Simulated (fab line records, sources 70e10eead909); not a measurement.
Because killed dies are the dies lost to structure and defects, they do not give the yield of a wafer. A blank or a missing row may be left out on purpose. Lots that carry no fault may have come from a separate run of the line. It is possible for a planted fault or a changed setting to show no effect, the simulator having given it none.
Matching of chambers ; flow nand_harc ; NHARC_A_CONTACT_DEP_58 on pecvd-02 has 3 sister chambers
The step deposits SiON, target thk 60 nm. 20 wafers are shown with their chamber, then 10 later ones without.

## WAFERS, EACH WITH ITS CHAMBER
wafer;chamber;heater_power_w (W)
L074.2;1;838
L074.3;2;771
L074.4;2;765
L080.1;0;784
L080.3;2;738
L080.6;1;881
L078.1;2;674
L078.2;1;815
L078.4;0;808
L082.2;0;780
L082.3;1;807
L082.6;0;768
L084.1;0;829
L084.2;2;835
L084.5;1;785
L083.1;1;864
L083.3;2;762
L083.6;0;767
L088.2;2;811
L088.3;1;881

SIGNATURES (means of the wafers above)
reading;chamber 0;chamber 1;chamber 2;scatter within a chamber
heater_power_w;789.33;838.71;765.14;40.4
Rule: for a wafer and a chamber, the distance is found by dividing, reading by reading, the gap between the wafer's reading and the chamber's mean by the reading's scatter, squaring, summing and taking the root. If the next closest chamber is less than 2 further off than the closest, the wafer can't be placed; otherwise it belongs to the closest. The scatter: the root of (the sum of the squares of (reading less its chamber's mean) over the shown wafers, divided by (wafers less chambers)).

## WAFERS WITH NO CHAMBER GIVEN
wafer;heater_power_w (W)
L088.6;814
L090.4;869
L090.5;715
L090.6;842
L092.4;768
L092.5;768
L092.6;854
L094.4;721
L094.5;841
L094.6;829

## EACH ONE'S CHAMBER
wafer;from the rows above;in truth
L088.6;can't be placed: 0 or 1 or 2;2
L090.4;can't be placed: 1 or 0 or 2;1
L090.5;can't be placed: 2 or 0 or 1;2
L090.6;can't be placed: 1 or 0 or 2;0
L092.4;can't be placed: 2 or 0 or 1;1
L092.5;can't be placed: 2 or 0 or 1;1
L092.6;can't be placed: 1 or 0 or 2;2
L094.4;can't be placed: 2 or 0 or 1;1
L094.5;can't be placed: 1 or 0 or 2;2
L094.6;can't be placed: 1 or 0 or 2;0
Correct placement for 0 of the 10. From these rows, 10 cannot be placed; in 10 the true chamber is one of the candidates. 0 placed wrongly.
